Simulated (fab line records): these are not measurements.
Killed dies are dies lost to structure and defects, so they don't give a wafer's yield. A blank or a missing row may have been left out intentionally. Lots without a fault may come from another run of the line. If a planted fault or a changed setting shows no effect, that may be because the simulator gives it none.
2 desks, one fault / flow nand_harc / what lay behind the numbers comes last; until then each desk has only its own

## THE DEFECT DESK
Counts from the inspections along the route, per lot, as means over the sampled wafers that have a number. A lot is out of limits, marked OUT, if its mean lies more than 4 standard deviations from the usual mean; the brackets give that distance.
Columns: A = raw_defect_count at NHARC_A_ONON_D1_INSPECT_32, usual 71
lot=L623; first seen here=day 8 21:32; A=70
lot=L621; first seen here=day 9 00:55; A=86
lot=L624; first seen here=day 9 05:25; A=53
lot=L627; first seen here=day 9 20:58; A=56
lot=L629; first seen here=day 10 16:03; A=63
lot=L631; first seen here=day 11 07:36; A=69
lot=L635; first seen here=day 12 05:28; A=77
lot=L638; first seen here=day 12 13:11; A=83
lot=L640; first seen here=day 13 04:06; A=56
lot=L641; first seen here=day 13 11:50; A=69
lot=L642; first seen here=day 13 21:11; A=52
Finding of this desk: none of the 11 lots has anything out of limits.

## TOOL OWNER'S DESK, rie_diel-10
The tool's own readings at NHARC_A_CHANNEL_HOLE_D1_ETCH_16 (etches the open film in O2/COS, target depth 3100 nm, time 806 s): means of the sampled wafers that have a number, for each lot that ran on this tool. A lot is out of limits, marked OUT, if its mean lies more than 4 standard deviations from the usual mean; the brackets give that distance.
Columns: A = drypump_motor_current_A at NHARC_A_CHANNEL_HOLE_D1_ETCH_16, usual 5.8 A; B = oes_product_au at NHARC_A_CHANNEL_HOLE_D1_ETCH_16, usual 1.002 a.u.; C = rf_vpp_V at NHARC_A_CHANNEL_HOLE_D1_ETCH_16, usual 313.9 V; D = run_length_s at NHARC_A_CHANNEL_HOLE_D1_ETCH_16, usual 827.3 s; E = showerhead_plenum_p_Torr at NHARC_A_CHANNEL_HOLE_D1_ETCH_16, usual 3.11 Torr; F = throttle_valve_pct at NHARC_A_CHANNEL_HOLE_D1_ETCH_16, usual 28.331 %
lot=L623; first seen here=day 9 01:09; A=5.4; B=1.003; C=315.1; D=827.0; E=3.19; F=28.328
lot=L621; first seen here=day 9 04:40; A=5.5; B=1.006; C=315.0; D=827.1; E=3.19; F=28.329
lot=L624; first seen here=day 9 08:47; A=6.0; B=0.993; C=314.0; D=827.2; E=3.14; F=28.327
lot=L627; first seen here=day 10 01:43; A=5.2; B=1.015; C=315.5; D=768.2 (-99 or more) OUT; E=3.24; F=28.334
lot=L629; first seen here=day 10 22:13; A=5.5; B=1.010; C=314.8; D=767.7 (-99 or more) OUT; E=3.18; F=28.338
This desk's verdict: out of limits on L627, L629, starting with L627 at day 10 01:43 (run_length_s at NHARC_A_CHANNEL_HOLE_D1_ETCH_16). Within limits: L623, L621, L624.

## ALL TOGETHER
An alarm could have come from the tool owner's desk at day 10 01:43, on L627, L629.
The defect desk saw nothing out of limits.
The defect desk has L627, L629 on record, within its limits.
On rie_diel-10, each named lot ran NHARC_A_CHANNEL_HOLE_D1_ETCH_16.

## WHAT WAS PUT IN BY THE SIMULATOR
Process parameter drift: rie_diel-10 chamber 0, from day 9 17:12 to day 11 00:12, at NHARC_A_CHANNEL_HOLE_D1_ETCH_16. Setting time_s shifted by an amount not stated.
Lots struck among those shown: L627, L629.
Each desk's first reading out of limits, in hours after the fault started: the tool owner's desk, 9.
